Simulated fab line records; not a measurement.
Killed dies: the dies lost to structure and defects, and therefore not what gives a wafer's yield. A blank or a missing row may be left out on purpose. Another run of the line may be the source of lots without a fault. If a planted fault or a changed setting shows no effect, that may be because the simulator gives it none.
Chamber matching	flow n5Finfet	4 sister chambers for N5_BEOL_M6_ETCH_61 on rieDiel-06
The step etches SiARC in CF4, target depth 45.5 nm, time 75.8 s. 16 wafers are shown with their chamber, then 8 later ones without.

WAFERS PAIRED WITH THEIR CHAMBERS
wafer	chamber	drypumpMotorCurrentA (A)	showerheadPlenumPTorr (Torr)	throttleValvePct (%)
L074.3	2	4.9	2.16	15.64
L074.4	0	5.7	2.07	15.37
L074.5	3	6.0	2.11	16.00
L076.1	0	5.7	2.07	15.37
L076.2	2	4.9	2.16	15.64
L076.5	0	5.8	2.07	15.37
L077.1	1	5.7	2.12	15.87
L077.3	0	5.8	2.07	15.38
L077.6	0	5.8	2.07	15.39
L086.2	3	6.0	2.11	15.51
L086.3	0	5.8	2.06	15.43
L086.6	1	5.7	2.11	15.92
L087.3	2	4.9	2.15	15.71
L087.4	3	6.0	2.10	15.53
L087.5	0	5.7	2.06	15.44
L091.1	3	6.0	2.10	15.55

SIGNATURES (averages over the wafers above)
reading	chamber 0	chamber 1	chamber 2	chamber 3	scatter within a chamber
drypumpMotorCurrentA	5.757	5.700	4.900	6.000	0.0378
showerheadPlenumPTorr	2.0671	2.1150	2.1567	2.1050	0.00547
throttleValvePct	15.3929	15.8950	15.6633	15.6475	0.121
Rule: a wafer's distance from a chamber is the root of the sum, over the readings, of the square of ((its reading less the chamber's mean) divided by the reading's scatter). If the next closest chamber is less than 2 further off than the closest, the wafer can't be placed; otherwise it belongs to the closest. The scatter: the root of (the sum of the squares of (reading less its chamber's mean) over the shown wafers, divided by (wafers less chambers)).

WAFERS WHOSE CHAMBER IS MISSING
wafer	drypumpMotorCurrentA (A)	showerheadPlenumPTorr (Torr)	throttleValvePct (%)
L091.4	5.8	2.06	15.46
L091.5	5.8	2.11	15.47
L094.1	5.8	2.11	15.45
L094.2	6.0	2.10	15.53
L094.4	4.9	2.14	15.73
L096.1	6.0	2.10	15.56
L096.3	4.9	2.14	15.75
L096.5	5.7	2.05	15.48

THE CHAMBER EACH PASSED THROUGH
wafer	from the rows above	in truth
L091.4	0	0
L091.5	can't be placed: 1 or 3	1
L094.1	can't be placed: 1 or 3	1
L094.2	3	3
L094.4	2	2
L096.1	3	3
L096.3	2	2
L096.5	0	0
6 of 8 placed correctly. From these rows, 2 cannot be placed; in 2 the true chamber is one of the candidates. 0 placed wrongly.
